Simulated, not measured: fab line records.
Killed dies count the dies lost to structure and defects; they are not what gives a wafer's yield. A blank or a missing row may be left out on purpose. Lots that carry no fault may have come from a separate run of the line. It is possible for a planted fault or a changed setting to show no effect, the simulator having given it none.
8D (eight disciplines) problem report, filled in by code + flow n5Finfet + the parts of the form that need people (team, actions taken, sign-off) are left out

1. THE ISSUE
spinSpeedRpm at N5_BEOL_M9_COAT_63 reads a mean of 1592.3 rpm on 6 wafers of 2 lots; wafers without a fault read 1500.0 rpm with a standard deviation of 0.91. So: +99 or more standard deviations from the usual mean.
The step: time 60 s, resist thk 60 nm.
First seen on wafer L467.4, day 14 07:56, on lithoTrack-02. The record holds 33 wafers of 11 lots with a number at this step. Rule for "out", or "out of limits": more than 4 standard deviations from the usual mean. The other wafers with a number count as sound.

2. WHAT THIS IS AND IS NOT
| question                    | is                     | is not                                                                    |
|-----------------------------|------------------------|---------------------------------------------------------------------------|
| which readings at this step | spinSpeedRpm           | resistLineTempC                                                           |
| which lots                  | L467, L471             | L454, L455, L456, L457, L458, L459, L461, L473, L475                      |
| which wafers of those lots  | all that have a number | -                                                                         |
| read on which tools         | lithoTrack-02          | lithoTrack-01, lithoTrack-04                                              |
| when                        | from day 14 07:56      | up to then (21 sound wafers); but 6 sound wafers of L473, L475 came after |

3. SUSPECTS, AND WHAT RULES EACH OUT
Counting: a tool at a process step up to the reading stays a suspect if it ran every lot that is out and no sound lot after the first of them.
- lithoTrack-02 at N5_BEOL_M9_COAT_63 (time 60 s, resist thk 60 nm): kept. All lots that are out passed through it, beginning with L467 at day 14 07:56, and no sound lot followed; its final sound lot before that point was L458 at day 11 15:29. Its own spinSpeedRpm readings are out on those wafers.
Left after counting: lithoTrack-02 at N5_BEOL_M9_COAT_63.

4. THE CAUSE (what the simulator had put in)
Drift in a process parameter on lithoTrack-02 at N5_BEOL_M9_COAT_63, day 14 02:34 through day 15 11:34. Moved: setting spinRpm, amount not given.
Only this tool survived the counting.

5. THE EFFECT CHAIN, in route order
Rows list readings where the struck wafers' mean (over those with a number) sits beyond 3 standard deviations from the usual. Only readings for which the record gives a usual standard deviation are gone through. hours: the time from each lot's start at the first step in this table that gives one to its start at this step, as a median over the lots. sigmas: the change in usual standard deviations.
| hours | step               | reading      | usual      | on struck wafers | change | sigmas      |
|-------|--------------------|--------------|------------|------------------|--------|-------------|
| 0     | N5_BEOL_M9_COAT_63 | spinSpeedRpm | 1500.0 rpm | 1592.3           | +92.3  | +99 or more |
It contains these process steps:
- N5_BEOL_M9_COAT_63: time 60 s, resist thk 60 nm.
Later measuring or inspecting steps at which every struck wafer that the step has a row for has a number for every such reading, and none has moved that far: N5_BEOL_M9_INSPECT_30.

6. WHAT WOULD HAVE CAUGHT IT SOONER
The fault began at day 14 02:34; the first out-of-limits reading in this record came at day 14 07:56, 5 hours later.
